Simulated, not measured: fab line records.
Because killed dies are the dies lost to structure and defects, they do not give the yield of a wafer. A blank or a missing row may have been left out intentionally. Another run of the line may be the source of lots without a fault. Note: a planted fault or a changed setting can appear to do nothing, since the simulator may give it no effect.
fab line records	flow n5Finfet
record: lots: 9	wafers: 27	lastDay: 17
route steps=1938 shown DUMMY_GATE@237 BEOL_M4@1111
lots with no fault: from the same line, run without faults
startH: hours from the record's opening day to when the first of the lot's shown wafers began	waitH: hours elapsed since this lot's preceding step	" identical to the entry in the row above	L1.1+2: one row covering several wafers at once	- no value present, or no start provided	* or withheld: withheld	< > ~ a bound
route shown NAME@n: names a module that has steps shown in the file, with the first one's number in the route	usual: mean and standard deviation over wafers with no fault	same: alike in all rows	chamber/n: place in a boat	sites: per-site readings	_std_site: the standard deviation of these	_edge_site: inner sites' mean taken away from outer sites' mean	radiusMm: how far each site lies from the wafer's centre	mask NAME#n: copy n	behind: the most recent tool/chamber to have shaped the wafer	hold: why the lot went on hold/how many hours it stayed there/how the hold came to an end	device: which transistor (n, p or np) failed to switch	end of line: the route-end tests of the same wafers	a step without rows: its recipe alone	killed: count of dies lost to structure and defects at first sort (not the wafer's yield)	map: the dies of a wafer, with x for killed, . for not killed, _ for no die there
set.NAME: setting as actually run; set.NAME@STEP: the setting as run at that earlier step	model.NAME: the simulator's own value behind a step, which no gauge read
route steps across a sampled set of lots; one table per step, one row per wafer
services: when a tool's chamber went out of use (startH, in hours from the record's first day, below 0 if earlier), for how many hours, and the reason
== steps ==
step: N5_DUMMY_GATE_ETCH_37
recipe: chemistry: N2/H2	target: SOC	targetDepthA: 600	overetchA: 300	tempC: 40	ionEnergyEv: 200	pressureMtorr: 30	sourceW: 840	biasW: 150	n2FlowSccm: 200	h2FlowSccm: 200
usual: drypumpMotorCurrentA: 5.83/0.27	oesProductAu: 0.62/0.062	rfVppV: 524.8/2.4	showerheadPlenumPTorr: 2.57/0.085	throttleValvePct: 17.93/0.28
lot.wafer	tool	chamber	startH	waitH	drypumpMotorCurrentA	oesProductAu	rfHoursCounterH	rfVppV	showerheadPlenumPTorr	throttleValvePct
L617.3	rieDiel-02	1	51.15	0.0	5.91	0.59	170	523.4	2.52	18.04
L617.4	"	0	"	"	6.09	0.63	122	524.5	2.55	17.99
L617.5	"	2	"	"	5.31	0.64	-	521.4	2.47	17.64
L619.1	rieDiel-04	1	64.66	0.0	6.25	0.54	239	520.0	2.40	18.23
L619.3	"	3	"	"	5.49	0.60	177	523.0	2.54	18.11
L619.5	"	1	"	"	6.26	0.54	-	519.5	2.40	18.23
L621.2	rieDiel-04	2	75.85	0.0	5.82	0.78	1	523.2	2.50	17.11
L621.3	"	1	"	"	6.27	0.54	242	520.2	2.40	18.24
L621.6	"	2	"	"	5.80	0.78	-	521.3	2.50	17.11
L625.1	rieDiel-02	0	104.60	0.0	6.10	0.62	137	522.8	2.55	18.03
L625.3	"	1	"	"	5.89	0.58	184	523.6	2.52	18.05
L625.4	"	2	"	"	5.34	0.63	118	522.2	2.46	17.66
L627.3	rieDiel-06	3	123.15	0.0	6.15	0.66	65	523.1	2.47	17.90
L627.4	"	0	"	"	5.85	0.55	213	524.8	2.62	18.06
L627.6	"	0	"	"	5.85	0.55	-	526.4	2.62	18.05
L628.2	rieDiel-04	0	127.06	0.0	5.83	0.62	135	526.6	2.66	18.17
L628.4	"	3	"	"	5.45	0.59	198	523.3	2.53	18.15
L628.5	"	3	"	"	5.46	0.58	-	523.2	2.53	18.15
L629.2	rieDiel-06	1	131.35	0.0	5.98	0.57	230	527.2	2.62	17.82
L629.3	"	3	"	"	6.15	0.66	67	522.3	2.47	17.88
L629.6	"	2	"	"	5.77	0.59	-	527.3	2.65	17.97
L634.2	rieDiel-04	1	153.82	0.0	6.28	0.75	14	529.3	2.71	17.87
L634.3	"	3	"	"	5.49	0.58	205	524.4	2.52	18.16
L634.6	"	3	"	"	5.47	0.58	-	522.0	2.52	18.15
L635.1	rieDiel-04	3	161.95	0.0	5.46	0.58	208	523.0	2.52	18.16
L635.2	"	1	"	"	6.25	0.73	16	527.8	2.71	17.87
L635.6	"	0	"	"	5.89	0.61	-	527.8	2.66	18.18
step: N5_DUMMY_GATE_ETCH_31
recipe: chemistry: C4F6/O2	target: SiO2	maskMaterial: SOC	targetDepthA: 825	timeS: 27.5	ionEnergyEv: 250	pressureMtorr: 30	sourceW: 345	biasW: 185	Ar_flow_sccm: 300	C4F6_flow_sccm: 10	O2_flow_sccm: 10
usual: drypumpMotorCurrentA: 5.84/0.26	oes_ar_750_au: 0.76/0.06	oesProductAu: 0.75/0.065	rfVppV: 669/6	showerheadPlenumPTorr: 2.87/0.083	throttleValvePct: 21.29/0.21
lot.wafer	tool	chamber	startH	waitH	drypumpMotorCurrentA	oes_ar_750_au	oesProductAu	rfHoursCounterH	rfVppV	showerheadPlenumPTorr	throttleValvePct
L617.3	rieDiel-02	3	51.42	0.0	5.62	0.71	0.70	202	659	2.93	21.27
L617.4	"	1	"	"	5.90	0.75	0.73	170	670	2.83	21.44
L617.5	"	0	"	"	6.09	0.80	0.79	-	667	2.87	21.37
L619.1	rieDiel-06	1	64.95	0.0	5.96	0.73	0.73	209	678	2.93	21.14
L619.3	"	3	"	"	6.17	0.85	0.85	47	673	2.78	21.23
L619.5	"	1	"	"	5.95	0.74	0.73	-	678	2.93	21.14
L621.2	rieDiel-02	1	76.18	0.1	5.89	0.75	0.73	176	668	2.83	21.45
L621.3	"	3	"	"	5.57	0.71	0.70	208	662	2.93	21.28
L621.6	"	2	"	"	5.32	0.80	0.80	-	662	2.76	20.92
L625.1	rieDiel-06	2	104.88	0.0	5.79	0.76	0.76	158	674	2.96	21.28
L625.3	"	0	"	"	5.86	0.70	0.70	207	671	2.93	21.48
L625.4	"	3	"	"	6.14	0.83	0.83	59	673	2.77	21.26
L627.3	rieDiel-02	1	123.53	0.0	5.91	0.73	0.72	190	670	2.82	21.47
L627.4	"	2	"	"	5.24	0.78	0.79	125	661	2.75	20.92
L627.6	"	3	"	"	5.60	0.70	0.67	-	660	2.92	21.30
L628.2	rieDiel-04	1	127.34	0.0	6.25	0.97	1.00	4	668	3.03	21.24
L628.4	"	0	"	"	5.87	0.79	0.79	135	666	2.95	21.45
L628.5	"	1	"	"	6.27	0.97	0.99	-	669	3.03	21.26
L629.2	rieDiel-06	0	131.65	0.0	5.85	0.70	0.69	216	669	2.92	21.50
L629.3	"	2	"	"	5.77	0.76	0.76	166	674	2.96	21.31
L629.6	"	1	"	"	5.94	0.72	0.72	-	680	2.92	21.15
L634.2	rieDiel-02	0	154.10	0.0	6.10	0.77	0.76	152	666	2.85	21.42
L634.3	"	2	"	"	5.32	0.78	0.78	135	660	2.74	20.96
L634.6	"	2	"	"	5.32	0.78	0.78	-	661	2.74	20.94
L635.1	rieDiel-06	0	162.23	0.0	5.85	0.69	0.69	226	669	2.92	21.50
L635.2	"	2	"	"	5.76	0.74	0.74	176	674	2.95	21.31
L635.6	"	0	"	"	5.84	0.69	0.68	-	671	2.92	21.50
step: N5_DUMMY_GATE_ETCH_32
recipe: chemistry: CF4	target: SiO2	targetDepthA: 35	timeS: 3.9	ionEnergyEv: 350	pressureMtorr: 10	icpW: 800	biasW: 400	cf4FlowSccm: 80
usual: drypumpMotorCurrentA: 5.64/0.25	heBacksideLeakSccm: 2.7/0.41	oesProductAu: 1.002/0.017	throttleValvePct: 21.87/0.17
lot.wafer	tool	chamber	startH	waitH	drypumpMotorCurrentA	heBacksideLeakSccm	oesProductAu	rfHoursCounterH	throttleValvePct
L617.3	rieSi-03	3	51.67	0.1	5.80	2.5	1.004	30	21.93
L617.4	"	2	"	"	5.61	2.4	1.010	66	22.14
L617.5	"	0	"	"	5.87	2.2	1.002	-	21.69
L619.1	rieSi-03	0	65.19	0.1	5.85	2.3	1.009	86	21.71
L619.3	"	2	"	"	5.61	2.5	1.006	66	22.13
L619.5	"	0	"	"	5.86	2.2	1.006	-	21.70
L621.2	rieSi-03	2	76.43	0.1	5.61	2.5	1.003	67	22.13
L621.3	"	0	"	"	5.86	2.2	1.001	86	21.70
L621.6	"	2	"	"	5.61	2.4	1.004	-	22.12
L625.1	rieSi-03	1	105.13	0.1	5.35	3.4	1.026	187	21.70
L625.3	"	2	"	"	5.60	2.6	1.000	67	22.13
L625.4	"	3	"	"	5.79	2.5	1.005	30	21.93
L627.3	rieSi-03	1	123.78	0.1	5.37	3.4	1.019	188	21.67
L627.4	"	0	"	"	5.87	2.4	0.996	87	21.69
L627.6	"	2	"	"	5.61	2.4	0.992	-	22.11
L628.2	rieSi-01	1	127.58	0.1	5.57	3.3	0.974	164	21.75
L628.4	"	2	"	"	5.97	2.7	1.009	86	21.78
L628.5	"	1	"	"	5.56	3.1	0.973	-	21.77
L629.2	rieSi-03	0	131.89	0.1	5.88	2.3	1.010	87	21.71
L629.3	"	1	"	"	5.36	3.6	1.034	188	21.68
L629.6	"	2	"	"	5.60	2.5	1.007	-	22.12
L634.2	rieSi-02	2	154.35	0.1	5.91	2.8	0.973	173	21.92
L634.3	"	1	"	"	5.49	2.3	0.985	99	21.60
L634.6	"	3	"	"	6.02	2.8	1.014	-	21.86
L635.1	rieSi-01	3	162.48	0.1	5.69	2.3	0.968	77	22.12
L635.2	"	0	"	"	5.26	2.7	1.013	26	22.06
L635.6	"	1	"	"	5.63	3.1	0.979	-	21.75
step: N5_DUMMY_GATE_ETCH_23
recipe: chemistry: HBr/Cl2/O2	HBr_flow_sccm: 150	Cl2_flow_sccm: 80	O2_flow_sccm: 12	biasW: 102	targetDepthA: 410	timeS: 22.3	target: poly-Si	maskMaterial: SiO2	pressureMtorr: 10	icpW: 800
usual: drypumpMotorCurrentA: 5.65/0.24	heBacksideLeakSccm: 2.7/0.37	oesProductAu: 1.001/0.016	throttleValvePct: 37.34/0.19
lot.wafer	tool	chamber	startH	waitH	drypumpMotorCurrentA	heBacksideLeakSccm	oesProductAu	rfHoursCounterH	throttleValvePct
L617.3	rieSi-03	3	51.70	0.0	5.76	2.6	1.004	30	37.49
L617.4	"	2	"	"	5.58	2.7	1.004	66	37.57
L617.5	"	0	"	"	5.81	2.3	1.009	-	37.12
L619.1	rieSi-03	0	65.23	0.0	5.86	2.4	1.011	86	37.12
L619.3	"	2	"	"	5.60	2.7	1.000	66	37.57
L619.5	"	0	"	"	5.85	2.4	1.009	-	37.13
L621.2	rieSi-03	2	76.46	0.0	5.62	2.7	1.005	67	37.56
L621.3	"	0	"	"	5.86	2.2	1.011	86	37.11
L621.6	"	2	"	"	5.63	2.7	1.001	-	37.55
L625.1	rieSi-03	1	105.17	0.0	5.37	3.6	1.022	187	37.25
L625.3	"	2	"	"	5.60	2.6	1.000	67	37.56
L625.4	"	3	"	"	5.79	2.6	0.999	30	37.50
L627.3	rieSi-03	1	123.81	0.0	5.36	3.6	1.010	188	37.25
L627.4	"	0	"	"	5.88	2.3	1.008	87	37.12
L627.6	"	2	"	"	5.61	2.6	1.299	-	37.57
L628.2	rieSi-01	1	127.62	0.0	5.60	3.2	0.980	164	37.27
L628.4	"	2	"	"	5.99	2.4	1.006	86	37.14
L628.5	"	1	"	"	5.58	3.1	0.987	-	37.26
L629.2	rieSi-03	0	131.93	0.0	5.88	2.4	1.007	87	37.11
L629.3	"	1	"	"	5.36	3.4	1.024	188	37.26
L629.6	"	2	"	"	5.62	2.6	1.296	-	37.56
L634.2	rieSi-02	2	154.38	0.0	5.93	2.9	0.977	173	37.52
L634.3	"	1	"	"	5.49	2.2	0.990	99	37.06
L634.6	"	3	"	"	6.03	2.7	1.021	-	37.28
L635.1	rieSi-01	3	162.51	0.0	5.63	2.5	0.974	77	37.67
L635.2	"	0	"	"	5.33	2.8	0.998	26	37.28
L635.6	"	1	"	"	5.60	3.4	0.979	-	37.28
step: N5_BEOL_M4_RC_MEAS_101
usual: DIBL_N: 36.3/1.4	DIBL_P: 35.7/1.5	IOFF_N: 0.155/0.022	IOFF_P: 0.204/0.027	ION_N: 671/9	ION_P: 459/6.2	SS_N: 71.5/0.54	SS_P: 73.1/0.56	VT_N: 250.2/2.6	VT_P: -251/3.3
lot.wafer	tool	chamber	startH	waitH	DIBL_N[mV/V]	DIBL_P[mV/V]	IOFF_N[nA/um]	IOFF_P[nA/um]	ION_N[uA/um]	ION_P[uA/um]	SS_N[mV/dec]	SS_P[mV/dec]	VT_N[mV]	VT_P[mV]
L617.3	prober-02	0	183.83	0.3	37.2	36.6	0.163	0.231	675	466	71.6	73.9	247.0	-247
L617.4	"	0	"	"	35.4	34.2	0.129	0.187	664	461	70.4	73.0	253.1	-248
L617.5	"	0	"	"	34.5	32.8	0.117	0.180	659	458	70.5	72.1	252.6	-250
L619.1	prober-02	0	189.13	0.0	35.0	34.9	0.137	0.171	663	453	70.7	72.3	250.8	-255
L619.3	"	0	"	"	36.4	36.8	0.176	0.195	682	464	71.5	73.4	245.6	-254
L619.5	"	0	"	"	38.2	38.8	0.212	0.222	686	456	71.1	73.6	243.2	-252
L621.2	prober-01	0	192.17	0.6	37.8	37.2	0.193	0.243	674	465	71.1	74.0	246.9	-246
L621.3	"	0	"	"	35.7	35.6	0.148	0.210	670	464	70.6	73.3	250.1	-248
L621.6	"	0	"	"	36.8	37.0	0.185	0.239	691	470	71.4	73.5	247.2	-246
L625.1	prober-01	0	232.23	0.0	34.8	33.3	0.128	0.189	669	468	72.3	73.1	252.8	-247
L625.3	"	0	"	"	36.0	35.0	0.153	0.218	679	465	71.9	72.9	248.1	-248
L625.4	"	0	"	"	36.4	35.6	0.152	0.225	662	464	71.5	72.9	250.0	-247
L627.3	prober-01	0	240.33	0.3	38.0	37.9	0.180	0.227	677	463	71.9	73.6	247.7	-250
L627.4	"	0	"	"	35.7	35.1	0.140	0.175	677	456	71.7	73.2	252.3	-255
L627.6	"	0	"	"	36.0	35.4	0.144	0.175	656	450	71.5	73.0	252.9	-254
L629.2	prober-01	0	247.77	0.2	35.8	33.7	0.151	0.171	668	451	72.0	73.8	252.2	-260
L629.3	"	0	"	"	36.0	34.3	0.158	0.180	682	462	70.8	73.5	250.4	-255
L629.6	"	0	"	"	36.5	34.2	0.162	0.182	674	458	71.2	74.1	250.4	-255
L628.2	prober-01	0	256.94	0.2	35.5	37.0	0.149	0.189	677	458	71.5	73.8	249.4	-251
L628.4	"	0	"	"	35.8	36.9	0.160	0.193	672	457	71.5	72.9	250.1	-254
L628.5	"	0	"	"	34.5	36.1	0.144	0.182	668	454	71.3	73.4	250.6	-250
L634.2	prober-01	0	274.48	0.2	34.1	33.5	0.119	0.174	666	457	71.0	72.7	253.2	-252
L634.3	"	0	"	"	35.0	34.6	0.131	0.185	664	457	71.2	72.9	252.5	-251
L634.6	"	0	"	"	35.4	34.6	0.138	0.192	677	462	71.6	73.0	250.7	-251
L635.1	prober-02	0	284.96	0.0	36.2	36.8	0.153	0.207	675	466	71.5	72.7	250.7	-250
L635.2	"	0	"	"	36.3	36.8	0.158	0.213	671	460	71.3	73.0	251.5	-249
L635.6	"	0	"	"	35.9	36.0	0.143	0.194	663	457	71.1	72.4	253.7	-251
== services ==
tool	chamber	startH	hours	kind
rieSi-01	-	35.53	0.2	repair
rieDiel-04	0	41.51	6.5	repair
rieDiel-04	3	49.33	6.1	repair
rieDiel-04	2	55.43	-	clean
rieDiel-04	2	55.43	-	consumableReplace:focusRing
rieDiel-04	2	55.43	15.9	scheduledDown
rieDiel-04	2	55.43	15.9	ventCycle
rieSi-03	3	75.19	19.1	repair
rieDiel-04	2	86.03	7.0	repair
rieDiel-04	1	100.17	-	clean
rieDiel-04	1	100.17	-	consumableReplace:focusRing
rieDiel-04	1	100.17	-	consumableReplace:showerhead
rieDiel-04	1	100.17	13.7	scheduledDown
rieDiel-04	1	100.17	13.7	ventCycle
rieSi-01	1	118.02	3.2	repair
rieDiel-06	1	133.57	9.6	repair
rieDiel-04	3	137.47	4.1	repair
rieSi-02	1	143.48	6.7	repair
rieDiel-04	2	146.42	8.2	repair
rieSi-03	-	149.01	0.2	repair
rieSi-02	2	157.50	1.6	repair
== key ==
firstSign: step: N5_DUMMY_GATE_ETCH_23	reading: oesProductAu	direction: up	sigmas: 19	usual: 1.001	struck: 1.298
effect none on later readings
metAt N5_DUMMY_GATE_ETCH_23
struckLots L627,L629
struckWafers L627.6,L629.6
notActingAt N5_DUMMY_GATE_ETCH_37,N5_DUMMY_GATE_ETCH_31,N5_DUMMY_GATE_ETCH_32
onsetBetween 105.17 123.81
fault: kind: processParameterDrift	tool: rieSi-03	chamber: -	onsetH: 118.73	steps: N5_DUMMY_GATE_ETCH_23	channel: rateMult	offset: 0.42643	shape: step	endH: 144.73	scope: struckWafersOnly
